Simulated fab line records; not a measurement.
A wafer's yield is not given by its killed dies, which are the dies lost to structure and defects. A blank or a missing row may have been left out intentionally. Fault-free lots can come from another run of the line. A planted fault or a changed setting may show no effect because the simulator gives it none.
fab line records -- flow nand-harc
record: lots: 6, wafers: 18, last-day: 33
route steps=1302 shown P_CONTACT@218
lots untouched by any fault: they come from a run of this same line in which no faults occurred
start-h: hours from the record's first day to the start of the lot's first wafer shown -- wait-h: time in hours since the lot's previous step -- " same as the row above -- L1.1+2: a single row standing in for several wafers -- - value missing, or start not given -- * or withheld: withheld -- < > ~ a bound
route shown NAME@n: a module of which the file shows steps, and the number in the route of the first -- usual: the fault-free wafers' mean and standard deviation -- same: alike in all rows -- chamber/n: place in a boat -- sites: per-site readings -- _std_site: their standard deviation -- _edge_site: inner sites' mean taken away from outer sites' mean -- radius-mm: for every site, how far away it sits from the centre of the wafer -- mask NAME#n: copy n -- behind: the most recent tool/chamber to have shaped the wafer -- hold: what put the lot on hold/how long, in hours/how the hold closed -- device: names the non-switching transistor (n, p or np) -- end of line: tests of these same wafers at the route's end -- where a step has no rows: the recipe by itself -- killed: not the wafer's yield, but the dies lost to structure and defects at the first sort -- map: a wafer's dies, marking killed ones x, the rest . and places with no die _
set.NAME: the setting that was run; set.NAME@STEP: the one run at that earlier step -- model.NAME: the simulator's own value behind a step, which no gauge read
lots at selected steps of the route; one table per step, one row per wafer
services: when a tool's chamber went out of use (start-h, in hours from the record's first day, below 0 if earlier), for how many hours, and the reason
== steps ==
step: NHARC_P_CONTACT_DEP_00
recipe: target-thk-a: 5000, temp-c: 400, pressure-torr: 6.5, rf-w: 900, teos-flow-sccm: 161.4, flow-sccm: 2650, target-thk-nm: 500, gas: O2, material: SiO2
usual: heater-power-w: 527/96, throttle-valve-pct: 15.9/0.54
lot.wafer,tool,chamber,start-h,wait-h,heater-power-w,throttle-valve-pct
L221.2,pecvd-04,1,-,-,567,16.8
L221.3,pecvd-04,2,-,-,368,16.0
L221.4,pecvd-04,1,-,-,573,16.6
L224.2,pecvd-01,2,-,-,588,16.2
L224.1,pecvd-01,1,-,-,591,15.5
L224.5,pecvd-01,1,-,-,457,15.6
L225.2,pecvd-01,0,195.32,0.3,668,15.6
L225.1,pecvd-01,2,195.32,0.3,524,16.1
L225.3,pecvd-01,0,195.32,0.3,694,15.9
L236.3,pecvd-01,0,-,-,660,16.2
L236.6,pecvd-01,1,-,-,593,15.6
L236.5,pecvd-01,2,-,-,611,16.4
L239.2,pecvd-04,2,-,-,289,16.0
L239.6,pecvd-04,2,-,-,322,16.0
L239.5,pecvd-04,0,-,-,575,15.4
L241.2,pecvd-01,0,342.76,0.3,635,15.4
L241.3,pecvd-01,1,342.76,0.3,489,15.6
L241.4,pecvd-01,0,342.76,0.3,669,15.7
step: NHARC_P_CONTACT_CMP_01
recipe: target-thk-nm: 200, material: SiO2
usual: motor-current-A: 12.0/1.2
lot.wafer,tool,chamber,start-h,wait-h,motor-current-A
L221.2,cmp-04,3,158.63,-,10.8
L221.3,cmp-04,0,158.63,-,11.6
L221.4,cmp-04,1,158.63,-,12.0
L224.1,cmp-02,0,174.10,-,9.7
L224.2,cmp-02,3,174.10,-,9.8
L224.5,cmp-02,1,174.10,-,13.7
L225.2,cmp-02,0,195.93,0.5,10.6
L225.1,cmp-02,1,195.93,0.5,13.9
L225.3,cmp-02,3,195.93,0.5,10.6
L236.3,cmp-04,1,297.31,-,11.8
L236.5,cmp-04,0,297.31,-,12.7
L236.6,cmp-04,1,297.31,-,12.1
L239.2,cmp-04,1,323.70,-,12.4
L239.5,cmp-04,1,323.70,-,12.4
L239.6,cmp-04,2,323.70,-,12.7
L241.2,cmp-02,2,343.30,0.5,11.9
L241.4,cmp-02,3,343.30,0.5,10.8
L241.3,cmp-02,1,343.30,0.5,13.5
step: NHARC_P_CONTACT_SRD_03
step: NHARC_P_CONTACT_DEHYDRATE_04
recipe: temp-c: 150, time-s: 120
step: NHARC_P_CONTACT_HMDS_05
recipe: time-s: 30
step: NHARC_P_CONTACT_COAT_33
recipe: temp-c: 260, time-s: 75
step: NHARC_P_CONTACT_COAT_34
recipe: temp-c: 225, time-s: 65
step: NHARC_P_CONTACT_COAT_06
recipe: spin-rpm: 1500, resist-thk-nm: 90
step: NHARC_P_CONTACT_SOFTBAKE_07
recipe: temp-c: 105, time-s: 55
step: NHARC_P_CONTACT_EBR_08
step: NHARC_P_CONTACT_EXPOSE_09
recipe: na: 1.35, target-cd-nm: 90, dose-mj: 81.26, mask-id: P_CA
step: NHARC_P_CONTACT_PEB_10
recipe: peb-temp-c: 100, peb-time-s: 65
usual: plate-temp-C: 100.01/0.11
lot.wafer,tool,chamber,start-h,wait-h,plate-temp-C
L221.2,litho-track-04,0,159.36,0.1,99.99
L221.3,litho-track-04,0,159.36,0.1,100.18
L221.4,litho-track-04,0,159.36,0.1,100.12
L224.1,litho-track-04,0,174.73,0.1,100.11
L224.2,litho-track-04,0,174.73,0.1,99.89
L224.5,litho-track-04,0,174.73,0.1,100.06
L225.1,litho-track-01,0,196.68,0.1,100.14
L225.2,litho-track-01,0,196.68,0.1,100.12
L225.3,litho-track-01,0,196.68,0.1,100.14
L236.3,litho-track-06,0,298.04,0.0,100.01
L236.5,litho-track-06,0,298.04,0.0,100.04
L236.6,litho-track-06,0,298.04,0.0,100.15
L239.2,litho-track-04,0,324.48,0.1,100.01
L239.5,litho-track-04,0,324.48,0.1,100.01
L239.6,litho-track-04,0,324.48,0.1,100.07
L241.2,litho-track-04,0,343.93,0.1,100.00
L241.3,litho-track-04,0,343.93,0.1,99.81
L241.4,litho-track-04,0,343.93,0.1,99.97
step: NHARC_P_CONTACT_DEVELOP_11
recipe: develop-time-s: 35, dev-temp-c: 23
step: NHARC_P_CONTACT_CD_MEAS_12
recipe: target-cd-nm: 90, landing-energy-ev: 500
usual: cd-nm: 90.3/0.68
lot.wafer,tool,chamber,start-h,wait-h,cd-nm
L221.2,cd-sem-01,0,159.44,-,97.1
L221.3,cd-sem-01,0,159.44,-,89.8
L221.4,cd-sem-01,0,159.44,-,91.9
L224.1,cd-sem-02,0,174.81,-,89.3
L224.2,cd-sem-02,0,174.81,-,96.7
L224.5,cd-sem-02,0,174.81,-,95.7
L225.1,cd-sem-03,0,196.76,-,90.3
L225.2,cd-sem-03,0,196.76,-,91.1
L225.3,cd-sem-03,0,196.76,-,90.8
L236.3,cd-sem-03,0,298.12,-,89.7
L236.5,cd-sem-03,0,298.12,-,90.5
L236.6,cd-sem-03,0,298.12,-,90.4
L239.2,cd-sem-01,0,324.56,-,91.7
L239.5,cd-sem-01,0,324.56,-,91.0
L239.6,cd-sem-01,0,324.56,-,90.0
L241.2,cd-sem-03,0,344.01,-,89.5
L241.3,cd-sem-03,0,344.01,-,90.1
L241.4,cd-sem-03,0,344.01,-,91.3
step: NHARC_P_CONTACT_OVL_MEAS_13
usual: overlay-x-nm: -0.3/0.73, overlay-y-nm: 0.2/1
lot.wafer,tool,chamber,start-h,wait-h,overlay-x-nm,overlay-y-nm
L221.2,overlay-01,-,159.53,-,0.2,-0.9
L221.3,overlay-01,-,159.53,-,0.6,-0.7
L221.4,overlay-01,-,159.53,-,-0.3,-0.8
L224.1,overlay-02,-,174.91,-,0.1,0.9
L224.2,overlay-02,-,174.91,-,-0.1,0.7
L224.5,overlay-02,-,174.91,-,-1.1,1.0
L225.1,overlay-02,-,196.85,-,-1.0,-1.0
L225.2,overlay-02,-,196.85,-,-0.7,0.0
L225.3,overlay-02,-,196.85,-,-0.6,-0.1
L236.3,overlay-02,-,298.20,-,0.5,0.2
L236.5,overlay-02,-,298.20,-,1.4,-0.5
L236.6,overlay-02,-,298.20,-,0.5,0.3
L239.2,overlay-01,-,324.65,-,-0.5,-0.7
L239.5,overlay-01,-,324.65,-,-0.8,-1.6
L239.6,overlay-01,-,324.65,-,-0.3,-1.3
L241.2,overlay-01,-,344.10,-,-2.0,1.2
L241.3,overlay-01,-,344.10,-,-1.5,1.1
L241.4,overlay-01,-,344.10,-,-1.6,1.0
step: NHARC_P_CONTACT_INSPECT_14
usual: raw-defect-count: 4.6/2.6
lot.wafer,tool,chamber,start-h,wait-h,raw-defect-count
L221.2,defect-inspect-01,-,159.57,0.0,7
L221.3,defect-inspect-01,-,159.57,0.0,6
L221.4,defect-inspect-01,-,159.57,0.0,4
L224.1,defect-inspect-01,-,174.94,0.0,3
L224.2,defect-inspect-01,-,174.94,0.0,1
L224.5,defect-inspect-01,-,174.94,0.0,2
L225.1,defect-inspect-02,-,196.89,0.0,4
L225.2,defect-inspect-02,-,196.89,0.0,3
L225.3,defect-inspect-02,-,196.89,0.0,2
L236.3,defect-inspect-01,-,298.24,0.0,1
L236.5,defect-inspect-01,-,298.24,0.0,4
L236.6,defect-inspect-01,-,298.24,0.0,6
L239.2,defect-inspect-01,-,324.68,0.0,7
L239.5,defect-inspect-01,-,324.68,0.0,6
L239.6,defect-inspect-01,-,324.68,0.0,8
L241.2,defect-inspect-02,-,344.13,0.0,4
L241.3,defect-inspect-02,-,344.13,0.0,6
L241.4,defect-inspect-02,-,344.13,0.0,5
step: NHARC_P_CONTACT_DESCUM_17
recipe: time-s: 3, o2-flow-sccm: 200, ar-flow-sccm: 0, bias-power-w: 0, chemistry: O2
usual: drypump-motor-current-A: 5.6/0.41, oes-product-au: 1.008/0.013, rf-vpp-V: 57.6/0.82, showerhead-plenum-p-Torr: 1.90/0.071, throttle-valve-pct: 11.311/0.009
lot.wafer,tool,chamber,start-h,wait-h,drypump-motor-current-A,oes-product-au,rf-hours-counter-h,rf-vpp-V,showerhead-plenum-p-Torr,throttle-valve-pct,model.P_CONTACT.cd-nm
L221.3,rie-diel-13,2,159.64,0.1,6.2,0.982,4.1,57.8,2.00,11.302,90.01
L221.2,rie-diel-13,3,159.64,0.1,6.1,1.012,4.5,58.0,1.83,11.312,96.94
L221.4,rie-diel-13,0,159.64,0.1,5.8,0.983,4.4,58.0,1.83,11.322,91.43
L224.2,rie-diel-13,0,175.01,0.1,5.8,1.012,0,57.2,1.83,11.299,95.4
L224.1,rie-diel-13,1,175.01,0.1,5.2,1.017,0,58.8,2.03,11.315,88.61
L224.5,rie-diel-13,0,175.01,0.1,5.8,1.002,-,57.6,1.83,11.322,94.45
L225.1,rie-diel-05,2,196.95,0.1,5.7,1.029,2.6,58.3,1.79,11.301,89.79
L225.2,rie-diel-05,3,196.95,0.1,5.5,0.997,2.3,58.5,1.94,11.312,90.51
L225.3,rie-diel-05,0,196.95,0.1,5.5,1.002,2.5,56.3,1.83,11.290,91.55
L236.3,rie-diel-13,0,298.32,0.1,5.8,1.007,3.0,57.5,1.83,11.314,89.9
L236.6,rie-diel-13,2,298.32,0.1,6.2,0.982,-,58.0,2.00,11.313,91.44
L236.5,rie-diel-13,3,298.32,0.1,6.1,1.001,-,57.2,1.83,11.314,92.44
L239.2,rie-diel-13,0,324.76,0.1,5.8,1.006,4.3,58.6,1.83,11.317,91.13
L239.6,rie-diel-13,1,324.76,0.1,5.2,1.010,-,57.8,2.03,11.303,90.86
L239.5,rie-diel-13,0,324.76,0.1,5.8,1.001,-,58.7,1.83,11.293,90.18
L241.4,rie-diel-05,1,344.20,0.1,5.6,1.017,2.5,57.8,1.90,11.299,91.94
L241.2,rie-diel-05,2,344.20,0.1,5.8,1.002,2.6,56.0,1.79,11.300,88.75
L241.3,rie-diel-05,3,344.20,0.1,5.5,1.021,2.6,58.8,1.93,11.312,90.5
step: NHARC_P_CONTACT_ETCH_35
recipe: target-depth-a: 390, over-etch-frac: 0.3, time-s: 65, ion-energy-ev: 80, cf4-flow-sccm: 150, ar-flow-sccm: 0, rf-w: 300, bias-w: 100, chemistry: CF4
usual: drypump-motor-current-A: 5.6/0.41, oes-product-au: 1.009/0.011, rf-vpp-V: 151.1/1.1, showerhead-plenum-p-Torr: 1.76/0.061, throttle-valve-pct: 13.285/0.0091
lot.wafer,tool,chamber,start-h,wait-h,drypump-motor-current-A,oes-product-au,rf-hours-counter-h,rf-vpp-V,showerhead-plenum-p-Torr,throttle-valve-pct
L221.2,rie-diel-13,1,159.71,0.1,5.2,0.997,4.0,152.1,1.87,13.296
L221.3,rie-diel-13,3,159.71,0.1,6.2,1.018,4.5,150.7,1.70,13.288
L221.4,rie-diel-13,0,159.71,0.1,5.8,0.991,4.4,150.6,1.70,13.284
L224.1,rie-diel-13,0,175.09,0.1,5.8,1.007,0.0,150.0,1.70,13.278
L224.2,rie-diel-13,3,175.09,0.1,6.0,1.007,0.0,150.5,1.70,13.283
L224.5,rie-diel-13,1,175.09,0.1,5.2,1.026,-,152.8,1.87,13.273
L225.3,rie-diel-05,0,197.03,0.1,5.5,1.001,2.5,150.6,1.70,13.298
L225.2,rie-diel-05,1,197.03,0.1,5.6,1.015,2.8,150.4,1.76,13.270
L225.1,rie-diel-05,2,197.03,0.1,5.8,1.023,2.6,150.3,1.66,13.290
L236.3,rie-diel-13,3,298.38,0.1,6.1,1.010,2.8,151.3,1.70,13.282
L236.6,rie-diel-13,3,298.38,0.1,6.1,1.008,-,151.1,1.70,13.290
L236.5,rie-diel-13,0,298.38,0.1,5.8,1.009,-,150.0,1.70,13.285
L239.2,rie-diel-13,1,324.88,0.1,5.2,1.016,4.5,152.5,1.87,13.291
L239.5,rie-diel-13,1,324.88,0.1,5.2,1.017,-,152.3,1.87,13.293
L239.6,rie-diel-13,0,324.88,0.1,5.8,1.017,-,149.8,1.70,13.289
L241.4,rie-diel-05,0,344.28,0.1,5.5,1.006,2.7,149.9,1.70,13.292
L241.2,rie-diel-05,1,344.28,0.1,5.5,1.003,2.5,151.7,1.75,13.282
L241.3,rie-diel-05,3,344.28,0.1,5.5,1.017,2.7,150.6,1.79,13.280
step: NHARC_P_CONTACT_ETCH_36
recipe: target-depth-a: 2600, over-etch-frac: 0.25, time-s: 406.25, ion-energy-ev: 200, n2-flow-sccm: 150, h2-flow-sccm: 150, ar-flow-sccm: 0, rf-w: 400, bias-w: 150, chemistry: N2/H2
usual: drypump-motor-current-A: 5.6/0.42, oes-product-au: 1.008/0.013, rf-vpp-V: 430.1/2.5, showerhead-plenum-p-Torr: 2.03/0.079, throttle-valve-pct: 14.171/0.0097
lot.wafer,tool,chamber,start-h,wait-h,drypump-motor-current-A,oes-product-au,rf-hours-counter-h,rf-vpp-V,showerhead-plenum-p-Torr,throttle-valve-pct
L221.2,rie-diel-13,1,-,-,5.2,0.996,4.1,433.5,2.17,14.171
L221.3,rie-diel-13,2,-,-,6.2,0.993,4.2,432.5,2.13,14.174
L221.4,rie-diel-13,3,-,-,6.1,1.008,4.6,428.6,1.95,14.162
L224.2,rie-diel-13,3,-,-,6.1,1.000,0.1,427.3,1.95,14.174
L224.1,rie-diel-13,1,-,-,5.2,1.021,0.1,434.4,2.17,14.185
L224.5,rie-diel-13,3,-,-,6.1,1.010,-,427.7,1.95,14.177
L225.2,rie-diel-05,3,-,-,5.5,0.987,2.3,431.2,2.06,14.157
L225.3,rie-diel-05,0,-,-,5.5,0.995,2.6,427.8,1.95,14.169
L225.1,rie-diel-05,2,-,-,5.7,1.031,2.7,426.5,1.91,14.180
L236.3,rie-diel-13,0,-,-,5.8,1.018,3.1,427.9,1.95,14.164
L236.6,rie-diel-13,1,-,-,5.2,1.024,-,433.4,2.17,14.172
L236.5,rie-diel-13,2,-,-,6.2,0.991,-,431.6,2.13,14.168
L239.2,rie-diel-13,0,325.07,0.2,5.8,1.008,4.4,428.2,1.95,14.180
L239.6,rie-diel-13,1,325.07,0.2,5.2,1.022,-,434.9,2.16,14.173
L239.5,rie-diel-13,0,325.07,0.2,5.8,1.011,-,427.1,1.95,14.170
L241.4,rie-diel-05,1,-,-,5.6,1.012,2.6,429.3,2.02,14.161
L241.3,rie-diel-05,3,-,-,5.5,1.022,2.7,431.8,2.06,14.151
L241.2,rie-diel-05,0,-,-,5.5,1.011,2.8,426.2,1.95,14.168
step: NHARC_P_CONTACT_ETCH_18
recipe: target-depth-a: 4810, time-s: 240.5, c4f8-flow-sccm: 20, o2-flow-sccm: 10, ar-flow-sccm: withheld, rf-w: 600, bias-w: 1500, chemistry: C4F8/O2/Ar
usual: oes-product-au: 0.960/0.022, rf-vpp-V: 977/4.9
lot.wafer,tool,chamber,start-h,wait-h,oes-product-au,rf-hours-counter-h,rf-vpp-V
L221.3,rie-diel-13,3,-,-,0.994,4.7,972
L221.4,rie-diel-13,1,-,-,0.958,4.3,984
L221.2,rie-diel-13,2,-,-,0.964,4.4,985
L224.1,rie-diel-13,0,-,-,0.971,0.3,973
L224.2,rie-diel-13,1,-,-,1.001,0.2,986
L224.5,rie-diel-13,2,-,-,0.980,-,984
L225.1,rie-diel-05,2,-,-,0.963,2.8,969
L225.2,rie-diel-05,3,-,-,0.936,2.6,980
L225.3,rie-diel-05,0,-,-,0.965,2.8,971
L236.3,rie-diel-13,3,-,-,0.928,2.9,974
L236.6,rie-diel-13,0,-,-,0.941,-,973
L236.5,rie-diel-13,1,-,-,0.933,-,985
L239.2,rie-diel-13,0,-,-,0.955,4.7,972
L239.5,rie-diel-13,2,-,-,0.917,-,982
L239.6,rie-diel-13,0,-,-,0.964,-,973
L241.3,rie-diel-05,1,-,-,0.966,2.8,977
L241.2,rie-diel-05,2,-,-,0.981,2.8,969
L241.4,rie-diel-05,0,-,-,0.969,2.9,974
step: NHARC_P_CONTACT_STRIP_37
recipe: c4f8-flow-sccm: withheld, o2-flow-sccm: 8, ar-flow-sccm: withheld, bias-w: 0, chemistry: C4F8/O2/Ar
step: NHARC_P_CONTACT_ETCH_31
recipe: target-depth-a: 300, time-s: 85.7, ion-energy-ev: 120, over-etch-frac: 1, ch3f-flow-sccm: 50, o2-flow-sccm: 30, ar-flow-sccm: 200, rf-w: 500, bias-w: 100, chemistry: CH3F/O2
usual: ch3f-flow-sccm: 49.98/0.15, drypump-motor-current-A: 5.6/0.41, oes-product-au: 0.982/0.017, rf-vpp-V: 244.0/1.4, showerhead-plenum-p-Torr: 2.44/0.088, throttle-valve-pct: 20.664/0.0089
lot.wafer,tool,chamber,start-h,wait-h,ch3f-flow-sccm,drypump-motor-current-A,oes-product-au,rf-hours-counter-h,rf-vpp-V,showerhead-plenum-p-Torr,throttle-valve-pct,model.P_CONTACT.cd-nm
L221.4,rie-diel-13,1,-,-,49.92,5.2,0.975,4.3,246.3,2.60,20.658,89.86
L221.2,rie-diel-13,2,-,-,49.89,6.2,0.975,4.4,245.1,2.56,20.657,96.5
L221.3,rie-diel-13,3,-,-,49.95,6.1,0.993,4.8,243.6,2.36,20.670,87.94
L224.1,rie-diel-13,3,-,-,49.97,6.1,0.985,0.4,244.3,2.36,20.674,89.29
L224.2,rie-diel-13,0,-,-,49.76,5.8,0.983,0.3,243.7,2.36,20.660,93.79
L224.5,rie-diel-13,3,-,-,49.95,6.1,0.995,-,242.0,2.36,20.650,92.87
L225.2,rie-diel-05,2,-,-,50.00,5.8,0.994,2.9,242.3,2.31,20.661,90.86
L225.1,rie-diel-05,3,-,-,49.68,5.5,0.965,2.7,243.0,2.49,20.660,89.2
L225.3,rie-diel-05,0,-,-,49.97,5.5,0.987,2.9,241.7,2.35,20.661,91.78
L236.3,rie-diel-13,1,-,-,49.89,5.2,0.980,3.4,245.4,2.60,20.665,90.23
L236.6,rie-diel-13,3,-,-,49.92,6.1,0.943,-,242.3,2.36,20.666,91.4
L236.5,rie-diel-13,0,-,-,50.13,5.8,0.976,-,243.2,2.36,20.658,91.39
L239.2,rie-diel-13,0,-,-,49.80,5.8,0.982,4.8,244.4,2.36,20.657,92.85
L239.6,rie-diel-13,2,-,-,49.91,6.2,0.953,-,245.3,2.56,20.683,91.03
L239.5,rie-diel-13,0,-,-,50.09,5.8,0.993,-,244.1,2.36,20.670,91.94
L241.2,rie-diel-05,2,-,-,50.34,5.7,0.989,2.9,241.3,2.30,20.666,91.17
L241.4,rie-diel-05,3,-,-,50.13,5.5,0.994,2.9,246.4,2.49,20.672,89.66
L241.3,rie-diel-05,0,-,-,50.12,5.5,0.973,2.9,242.8,2.35,20.649,93.89
step: NHARC_P_CONTACT_CD_MEAS_19
usual: cd-nm: 90.4/1.9
lot.wafer,tool,chamber,start-h,wait-h,cd-nm
L221.2,cd-sem-03,-,160.50,-,96.5
L221.3,cd-sem-03,-,160.50,-,88.0
L221.4,cd-sem-03,-,160.50,-,89.7
L224.1,cd-sem-01,-,175.88,-,89.3
L224.2,cd-sem-01,-,175.88,-,93.9
L224.5,cd-sem-01,-,175.88,-,92.8
L225.1,cd-sem-02,-,197.82,-,89.0
L225.2,cd-sem-02,-,197.82,-,90.8
L225.3,cd-sem-02,-,197.82,-,91.6
L236.3,cd-sem-02,-,299.18,-,90.0
L236.5,cd-sem-02,-,299.18,-,91.6
L236.6,cd-sem-02,-,299.18,-,91.6
L239.2,cd-sem-02,-,325.94,-,92.5
L239.5,cd-sem-02,-,325.94,-,92.2
L239.6,cd-sem-02,-,325.94,-,90.9
L241.2,cd-sem-01,-,345.06,-,91.0
L241.3,cd-sem-01,-,345.06,-,93.8
L241.4,cd-sem-01,-,345.06,-,89.3
== services ==
tool,chamber,start-h,hours,kind
cmp-02,-,134.50,4.0,pm
cmp-04,-,138.64,1.6,repair
cmp-04,-,143.41,1.1,repair
rie-diel-05,1,152.08,1.4,repair
pecvd-01,2,154.53,7.0,repair
cmp-04,-,161.02,1.1,repair
rie-diel-13,-,165.01,9.0,pm
cmp-02,-,174.41,0.9,repair
pecvd-01,1,191.63,22.7,repair
litho-track-04,-,203.00,7.0,pm
cmp-04,-,209.12,4.0,pm
pecvd-01,-,213.82,0.9,repair
rie-diel-05,3,217.24,4.4,repair
pecvd-01,0,228.81,4.1,repair
rie-diel-05,-,229.60,9.0,pm
cmp-02,-,232.50,4.0,pm
rie-diel-13,-,259.32,0.2,repair
rie-diel-05,1,299.78,3.2,repair
rie-diel-05,3,302.66,5.4,repair
pecvd-01,-,311.20,13.0,pm
rie-diel-13,2,315.50,9.8,repair
rie-diel-13,3,324.55,11.4,repair
pecvd-01,2,334.70,9.5,repair
rie-diel-13,-,342.01,9.0,pm
== key ==
first-sign: step: NHARC_P_CONTACT_CD_MEAS_12, reading: cd-nm, direction: up, sigmas: 9.1, usual: 90.3, struck: 96.5
effect: step: NHARC_P_CONTACT_CD_MEAS_19, reading: cd-nm, direction: up, sigmas: 2.1, usual: 90.4, struck: 94.4
model-effect: step: NHARC_P_CONTACT_DESCUM_17, value: P_CONTACT.cd-nm, without: 89.6, struck: 95.59
model-effect: step: NHARC_P_CONTACT_ETCH_31, value: P_CONTACT.cd-nm, without: 88.4, struck: 94.39
met-at NHARC_P_CONTACT_PEB_10
struck-wafers L221.2,L224.2,L224.5
sort-left-out L221.2,L224.2,L224.5
tester-left-out L221,L224
fault: kind: process-parameter-drift, tool: litho-track-04, chamber: -, onset-h: 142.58, steps: NHARC_P_CONTACT_PEB_10, channel: peb-time-s, offset: *, shape: step, end-h: 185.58, scope: struck-wafers-only, acts-in: *, stated: *
tester-left-out: of these lots the tester's yield and bins aren't shown, on N5 and GAA mostly nor the transistor test; their killed dies are dies lost to structure and defects alone, not to doping, threshold or leakage, so they don't give the yield
sort-left-out: the simulated sort isn't trusted on such a fault, so these wafers' sort isn't shown, and their yield isn't known
